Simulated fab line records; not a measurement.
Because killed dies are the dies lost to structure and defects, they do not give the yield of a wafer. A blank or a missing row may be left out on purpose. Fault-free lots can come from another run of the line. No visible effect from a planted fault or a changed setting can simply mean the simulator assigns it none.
What tool caused it?	flow n5-finfet	69 wafers from 23 lots sampled at 6 of the route's 1938 steps

WHAT EACH GAUGE READ, for each wafer
N5_MOL_CONTACT_COAG_CD_MEAS_137: target cd 16 nm. Usual: cd-nm 16.0 nm, standard deviation 0.35.
lot	measured	on	cd-nm (nm)	flag
L074	day 5 06:15	cd-sem-03	16.0 15.6 16.0	
L075	day 5 07:50	cd-sem-01	16.3 16.4 16.1	
L076	day 5 15:13	cd-sem-03	15.8 16.3 15.5	
L077	day 5 23:29	cd-sem-01	16.1 15.8 15.6	
L078	day 6 00:05	cd-sem-01	15.4 15.8 15.6	
L080	day 6 16:49	cd-sem-01	15.7 15.7 15.8	
L081	day 6 20:49	cd-sem-02	15.9 16.4 16.0	
L082	day 7 01:31	cd-sem-02	15.9 16.0 16.5	
L083	day 7 05:38	cd-sem-01	16.2 15.8 15.9	
L084	day 7 19:01	cd-sem-02	16.8 16.2 16.5	
L085	day 7 19:16	cd-sem-01	16.0 16.0 15.7	
L086	day 8 07:06	cd-sem-02	16.1 16.3 15.8	
L087	day 8 12:22	cd-sem-03	15.7 16.2 16.3	
L088	day 8 16:48	cd-sem-03	15.6 15.6 15.9	
L089	day 8 19:15	cd-sem-02	15.4 15.5 15.6	
L090	day 9 01:53	cd-sem-01	16.2 15.9 15.9	
L091	day 9 08:56	cd-sem-03	16.2 15.6 15.7	
L092	day 9 14:04	cd-sem-02	15.4 16.3 15.6	
L093	day 9 19:46	cd-sem-01	15.4 16.1 16.4	
L094	day 9 22:35	cd-sem-03	15.9 16.2 15.7	
L095	day 10 07:58	cd-sem-01	16.5 16.4 16.2	
L096	day 10 13:10	cd-sem-01	15.5 15.8 15.5	
L097	day 10 19:30	cd-sem-01	16.4 16.7 15.8	

N5_MOL_CONTACT_COAG_OVL_MEAS_41. Usual: VD_OVL 0.2 nm, standard deviation 0.78.
lot	measured	on	VD_OVL (nm)	flag
L074	day 5 06:38	overlay-01	0.7 -0.5 0.8	
L075	day 5 08:11	overlay-01	0.5 1.2 0.5	
L076	day 5 15:41	overlay-01	0.0 1.1 0.1	
L077	day 5 23:58	overlay-02	-0.3 -0.9 -0.3	
L078	day 6 00:28	overlay-01	-1.1 -1.0 -1.8	
L080	day 6 17:18	overlay-02	-0.4 0.0 0.2	
L081	day 6 21:17	overlay-01	-0.4 0.7 0.7	
L082	day 7 02:00	overlay-02	-0.7 -0.2 -0.1	
L083	day 7 06:06	overlay-02	0.6 1.1 0.7	
L084	day 7 19:22	overlay-01	1.0 0.6 0.9	
L085	day 7 19:44	overlay-02	-0.2 -0.2 0.3	
L086	day 8 07:35	overlay-02	1.8 0.9 -0.6	
L087	day 8 12:43	overlay-02	2.4 1.1 1.5	
L088	day 8 17:17	overlay-02	0.4 -1.1 -1.1	
L089	day 8 19:43	overlay-01	1.6 -0.2 1.1	
L090	day 9 02:14	overlay-01	-0.3 0.2 -1.5	
L091	day 9 09:25	overlay-01	0.6 -2.1 0.1	
L092	day 9 14:25	overlay-02	0.5 -0.3 0.4	
L093	day 9 20:07	overlay-01	0.3 0.2 0.8	
L094	day 9 22:56	overlay-02	0.7 1.1 -0.1	
L095	day 10 08:26	overlay-01	0.7 0.4 -1.0	
L096	day 10 13:31	overlay-01	0.4 -0.8 -0.2	
L097	day 10 19:51	overlay-01	0.3 -1.0 -0.4	

WHAT TOOL EACH LOT RAN ON (gives the tool, then ch and the chambers of the sampled wafers, and finally the start)
lot	N5_GATE_CUT_HM_OPEN_40	N5_GATE_CUT_STRIP_41	N5_GATE_CUT_ETCH_19	N5_MOL_CONTACT_COAG_TI_SIL_19
L074	rie-diel-05 ch 1,3, day 4 10:35	rie-diel-05 ch 1,3, day 4 10:38	rie-diel-05 ch 1,3, day 4 10:42	pvd-sputter-03, day 4 15:37
L075	rie-diel-04 ch 1,2,3, day 4 15:08	rie-diel-04 ch 1,2,3, day 4 15:12	rie-diel-04 ch 1,2,3, day 4 15:16	pvd-sputter-01, day 4 19:59
L076	rie-diel-04 ch 0,2,3, day 4 23:58	rie-diel-04 ch 0,2,3, day 5 00:01	rie-diel-04 ch 0,2,3, day 5 00:05	pvd-sputter-03, day 5 07:10
L077	rie-diel-04 ch 0,1,3, day 5 07:59	rie-diel-04 ch 0,1,3, day 5 08:02	rie-diel-04 ch 0,1,3, day 5 08:06	pvd-sputter-03, day 5 13:23
L078	rie-diel-05 ch 1,3, day 5 10:37	rie-diel-05 ch 1,3, day 5 10:40	rie-diel-05 ch 1,3, day 5 10:44	pvd-sputter-01, day 5 15:58
L080	rie-diel-05 ch 1,2, day 6 01:26	rie-diel-05 ch 1,2, day 6 01:29	rie-diel-05 ch 1,2, day 6 01:33	pvd-sputter-02, day 6 06:58
L081	rie-diel-04 ch 0,1, day 6 05:23	rie-diel-04 ch 0,1, day 6 05:27	rie-diel-04 ch 0,1, day 6 05:31	pvd-sputter-01, day 6 09:59
L082	rie-diel-04 ch 0,3, day 6 10:11	rie-diel-04 ch 0,3, day 6 10:15	rie-diel-04 ch 0,3, day 6 10:19	pvd-sputter-02, day 6 15:32
L083	rie-diel-05 ch 1,2,3, day 6 16:02	rie-diel-05 ch 1,2,3, day 6 16:06	rie-diel-05 ch 1,2,3, day 6 16:10	pvd-sputter-03, day 6 21:10
L084	rie-diel-04 ch 0,2, day 7 01:43	rie-diel-04 ch 0,2, day 7 01:47	rie-diel-04 ch 0,2, day 7 01:50	pvd-sputter-02, day 7 07:54
L085	rie-diel-05 ch 1,2,3, day 7 05:35	rie-diel-05 ch 1,2,3, day 7 05:39	rie-diel-05 ch 1,2,3, day 7 05:43	pvd-sputter-03, day 7 10:32
L086	rie-diel-04 ch 0,1, day 7 15:26	rie-diel-04 ch 0,1, day 7 15:31	rie-diel-04 ch 0,1, day 7 15:34	pvd-sputter-01, day 7 20:13
L087	rie-diel-04 ch 0,1,3, day 7 20:10	rie-diel-04 ch 0,1,3, day 7 20:13	rie-diel-04 ch 0,1,3, day 7 20:17	pvd-sputter-02, day 8 02:10
L088	rie-diel-05 ch 1,2, day 7 23:20	rie-diel-05 ch 1,2, day 7 23:24	rie-diel-05 ch 1,2, day 7 23:28	pvd-sputter-01, day 8 03:52
L089	rie-diel-01 ch 2,3, day 8 05:34	rie-diel-01 ch 2,3, day 8 05:38	rie-diel-01 ch 2,3, day 8 05:41	pvd-sputter-03, day 8 10:23
L090	rie-diel-05 ch 0,1,2, day 8 11:05	rie-diel-05 ch 0,1,2, day 8 11:08	rie-diel-05 ch 0,1,2, day 8 11:12	pvd-sputter-02, day 8 15:50
L091	rie-diel-01 ch 1,2,3, day 8 17:13	rie-diel-01 ch 1,2,3, day 8 17:17	rie-diel-01 ch 1,2,3, day 8 17:20	pvd-sputter-03, day 8 22:50
L092	rie-diel-01 ch 1,2,3, day 8 22:35	rie-diel-01 ch 1,2,3, day 8 22:39	rie-diel-01 ch 1,2,3, day 8 22:43	pvd-sputter-01, day 9 04:00
L093	rie-diel-04 ch 0,1, day 9 05:58	rie-diel-04 ch 0,1, day 9 06:01	rie-diel-04 ch 0,1, day 9 06:05	pvd-sputter-02, day 9 10:58
L094	rie-diel-04 ch 1,2,3, day 9 09:27	rie-diel-04 ch 1,2,3, day 9 09:31	rie-diel-04 ch 1,2,3, day 9 09:34	pvd-sputter-02, day 9 14:10
L095	rie-diel-05 ch 1,2, day 9 16:50	rie-diel-05 ch 1,2, day 9 16:55	rie-diel-05 ch 1,2, day 9 16:58	pvd-sputter-02, day 9 21:37
L096	rie-diel-05 ch 0,2,3, day 9 23:45	rie-diel-05 ch 0,2,3, day 9 23:49	rie-diel-05 ch 0,2,3, day 9 23:53	pvd-sputter-01, day 10 04:50
L097	rie-diel-05 ch 1,2,3, day 10 05:28	rie-diel-05 ch 1,2,3, day 10 05:32	rie-diel-05 ch 1,2,3, day 10 05:35	pvd-sputter-02, day 10 10:54
- N5_GATE_CUT_HM_OPEN_40: chemistry C4F6/O2, target SiO2, target depth 139 nm, time 85.1 s.
- N5_GATE_CUT_STRIP_41: strips in CF4.
- N5_GATE_CUT_ETCH_19: etches SiNx in CH3F/O2, target depth 53.7 nm, time 76.7 s.
- N5_MOL_CONTACT_COAG_TI_SIL_19: material Ti, target thk 4.2 nm, time 15 s.

WHAT THE TOOLS THEMSELVES READ (means of the sampled wafers that have a number; where no wafer has one, the mark that the record gives instead)
N5_GATE_CUT_HM_OPEN_40. Usual: for drypump-motor-current-A, 5.7 A with a standard deviation of 0.39; for etch-rf-on-time-s, 93.4 s with a standard deviation of 2; for oes_f_703_au, 0.79 a.u. with a standard deviation of 0.076; for oes-product-au, 0.71 a.u. with a standard deviation of 0.071; for rf-vpp-V, 663 V with a standard deviation of 14; for showerhead-plenum-p-Torr, 2.85 Torr with a standard deviation of 0.1; for throttle-valve-pct, 20.94 % with a standard deviation of 0.14.
lot	tool	drypump-motor-current-A (A)	etch-rf-on-time-s (s)	oes_f_703_au (a.u.)	oes-product-au (a.u.)	rf-vpp-V (V)	showerhead-plenum-p-Torr (Torr)	throttle-valve-pct (%)	flag
L074	rie-diel-05	6.2	91.3	0.79	0.69	649	2.88	20.89	
L075	rie-diel-04	5.7	92.2	0.77	0.69	665	2.80	20.94	
L076	rie-diel-04	5.5	93.7	0.72	0.65	658	2.75	20.94	
L077	rie-diel-04	5.5	91.5	0.80	0.72	658	2.85	20.92	
L078	rie-diel-05	6.2	93.6	0.78	0.69	649	2.88	20.90	
L080	rie-diel-05	5.8	92.8	0.81	0.73	669	2.81	21.08	
L081	rie-diel-04	5.4	92.4	0.84	0.73	653	2.91	20.88	
L082	rie-diel-04	5.5	92.0	0.72	0.65	656	2.75	20.97	
L083	rie-diel-05	5.9	93.6	0.79	0.71	663	2.85	20.99	
L084	rie-diel-04	5.3	92.9	0.84	0.76	658	2.92	20.78	
L085	rie-diel-05	5.9	93.1	0.78	0.70	663	2.85	20.99	
L086	rie-diel-04	5.6	91.2	0.86	0.76	660	2.95	20.90	
L087	rie-diel-04	5.6	92.5	0.78	0.70	658	2.85	20.95	
L088	rie-diel-05	5.8	93.4	0.79	0.72	669	2.81	21.10	
L089	rie-diel-01	5.4	93.8	0.79	0.72	655	2.81	21.03	
L090	rie-diel-05	5.8	93.4	0.83	0.76	675	2.84	20.99	
L091	rie-diel-01	5.8	94.2	0.79	0.72	653	2.81	20.89	
L092	rie-diel-01	5.8	92.9	0.79	0.73	654	2.81	20.92	
L093	rie-diel-04	5.4	92.4	0.81	0.71	653	2.90	20.92	
L094	rie-diel-04	5.7	91.7	0.89	0.82	672	3.01	20.75	
L095	rie-diel-05	5.6	93.6	0.77	0.71	678	2.82	21.09	
L096	rie-diel-05	5.8	94.4	0.78	0.72	670	2.88	20.92	
L097	rie-diel-05	5.9	94.9	0.77	0.68	663	2.84	21.03	

N5_GATE_CUT_STRIP_41. Usual: drypump-motor-current-A 5.7 A, standard deviation 0.39; oes-product-au 0.182 a.u., standard deviation 0.018; rf-vpp-V 271.1 V, standard deviation 1.7; showerhead-plenum-p-Torr 1.81 Torr, standard deviation 0.069; throttle-valve-pct 13.61 %, standard deviation 0.17.
lot	tool	drypump-motor-current-A (A)	oes-product-au (a.u.)	rf-vpp-V (V)	showerhead-plenum-p-Torr (Torr)	throttle-valve-pct (%)	flag
L074	rie-diel-05	6.2	0.181	271.7	1.83	13.67	
L075	rie-diel-04	5.7	0.175	270.1	1.78	13.67	
L076	rie-diel-04	5.5	0.166	270.4	1.74	13.66	
L077	rie-diel-04	5.6	0.179	271.4	1.81	13.57	
L078	rie-diel-05	6.2	0.174	271.6	1.83	13.69	
L080	rie-diel-05	5.8	0.186	270.2	1.77	13.64	
L081	rie-diel-04	5.3	0.187	271.6	1.83	13.47	
L082	rie-diel-04	5.5	0.166	270.5	1.73	13.66	
L083	rie-diel-05	5.9	0.180	270.8	1.81	13.69	
L084	rie-diel-04	5.3	0.190	271.5	1.83	13.39	
L085	rie-diel-05	5.9	0.180	271.5	1.81	13.70	
L086	rie-diel-04	5.6	0.192	272.8	1.87	13.52	
L087	rie-diel-04	5.5	0.178	271.3	1.80	13.62	
L088	rie-diel-05	5.8	0.180	270.2	1.77	13.67	
L089	rie-diel-01	5.4	0.184	270.9	1.76	13.58	
L090	rie-diel-05	5.8	0.193	270.8	1.80	13.60	
L091	rie-diel-01	5.9	0.189	269.7	1.77	13.48	
L092	rie-diel-01	5.8	0.186	270.1	1.77	13.48	
L093	rie-diel-04	5.4	0.180	271.2	1.82	13.54	
L094	rie-diel-04	5.7	0.209	272.6	1.91	13.37	
L095	rie-diel-05	5.6	0.179	270.6	1.78	13.72	
L096	rie-diel-05	5.8	0.183	272.7	1.83	13.66	
L097	rie-diel-05	5.9	0.172	271.2	1.80	13.75	

N5_GATE_CUT_ETCH_19. Usual: for drypump-motor-current-A, 5.7 A with a standard deviation of 0.39; for etch-rf-on-time-s, 76.5 s with a standard deviation of 1.2; for oes_f_703_au, 0.79 a.u. with a standard deviation of 0.076; for oes-product-au, 0.67 a.u. with a standard deviation of 0.068; for rf-vpp-V, 296 V with a standard deviation of 6.1; for showerhead-plenum-p-Torr, 2.01 Torr with a standard deviation of 0.075; for throttle-valve-pct, 16.35 % with a standard deviation of 0.14.
lot	tool	drypump-motor-current-A (A)	etch-rf-on-time-s (s)	oes_f_703_au (a.u.)	oes-product-au (a.u.)	rf-vpp-V (V)	showerhead-plenum-p-Torr (Torr)	throttle-valve-pct (%)	flag
L074	rie-diel-05	6.2	76.0	0.79	0.66	290	2.03	16.34	
L075	rie-diel-04	5.7	77.0	0.76	0.65	298	1.97	16.37	
L076	rie-diel-04	5.5	77.2	0.72	0.61	294	1.93	16.38	
L077	rie-diel-04	5.6	75.3	0.80	0.68	294	2.01	16.34	
L078	rie-diel-05	6.2	76.3	0.78	0.65	289	2.02	16.35	
L080	rie-diel-05	5.8	76.3	0.81	0.70	298	1.97	16.43	
L081	rie-diel-04	5.3	75.5	0.84	0.70	293	2.05	16.28	
L082	rie-diel-04	5.5	77.2	0.72	0.61	293	1.93	16.42	
L083	rie-diel-05	5.9	77.5	0.79	0.66	296	2.00	16.40	
L084	rie-diel-04	5.3	74.8	0.85	0.72	295	2.05	16.19	
L085	rie-diel-05	5.9	76.4	0.78	0.66	297	2.00	16.42	
L086	rie-diel-04	5.6	74.9	0.86	0.72	295	2.08	16.29	
L087	rie-diel-04	5.6	75.4	0.78	0.66	295	2.00	16.37	
L088	rie-diel-05	5.8	76.1	0.79	0.69	299	1.97	16.46	
L089	rie-diel-01	5.4	77.1	0.79	0.68	293	1.97	16.40	
L090	rie-diel-05	5.8	76.8	0.82	0.72	302	2.00	16.38	
L091	rie-diel-01	5.8	77.3	0.79	0.69	291	1.97	16.29	
L092	rie-diel-01	5.8	76.9	0.79	0.69	292	1.97	16.29	
L093	rie-diel-04	5.3	75.6	0.81	0.67	292	2.04	16.33	
L094	rie-diel-04	5.7	75.6	0.89	0.77	301	2.12	16.13	
L095	rie-diel-05	5.6	76.3	0.77	0.67	302	1.98	16.49	
L096	rie-diel-05	5.8	76.1	0.79	0.69	299	2.03	16.37	
L097	rie-diel-05	5.9	76.4	0.76	0.65	296	1.99	16.46	

N5_MOL_CONTACT_COAG_TI_SIL_19. Usual: cathode-dc-power-W 5000.0 W, standard deviation 0.87; throttle-valve-pct 30.1 %, standard deviation 0.62.
lot	tool	cathode-dc-power-W (W)	throttle-valve-pct (%)	flag
L074	pvd-sputter-03	4999.9	29.8	
L075	pvd-sputter-01	5000.1	30.2	
L076	pvd-sputter-03	4999.0	30.3	
L077	pvd-sputter-03	4999.3	29.8	
L078	pvd-sputter-01	5000.4	30.1	
L080	pvd-sputter-02	5000.5	29.7	
L081	pvd-sputter-01	5000.2	30.4	
L082	pvd-sputter-02	4999.8	30.5	
L083	pvd-sputter-03	5000.5	30.4	
L084	pvd-sputter-02	4999.7	30.0	
L085	pvd-sputter-03	4999.5	30.1	
L086	pvd-sputter-01	5000.1	30.6	
L087	pvd-sputter-02	5000.2	30.0	
L088	pvd-sputter-01	5000.5	30.4	
L089	pvd-sputter-03	4999.2	30.2	
L090	pvd-sputter-02	5000.9	29.8	
L091	pvd-sputter-03	5000.0	30.1	
L092	pvd-sputter-01	4999.5	29.9	
L093	pvd-sputter-02	4999.6	29.9	
L094	pvd-sputter-02	4999.7	29.9	
L095	pvd-sputter-02	5000.8	30.1	
L096	pvd-sputter-01	5000.8	30.1	
L097	pvd-sputter-02	5001.0	30.1	

THE ANSWER, worked out from the rows above alone
Rule: take the mean of a lot's wafers that have a number; if it is more than 3 standard deviations from the usual mean, the lot is off. Also off: a lot with no number at a reading for which 4 or more lots have one. Where the step has rows for the other lots, those lots are counted as sound. The gauges are gone through in route order, then the tools' own readings, and for those a lot's mean is taken as printed above. The first step at which some lot is off is used, and at that step the reading that is off furthest; a lot without a number counts as furthest.
No lot is off on any of the readings shown, so nothing can be concluded from this.

WHAT THE SIMULATOR HAD PUT IN
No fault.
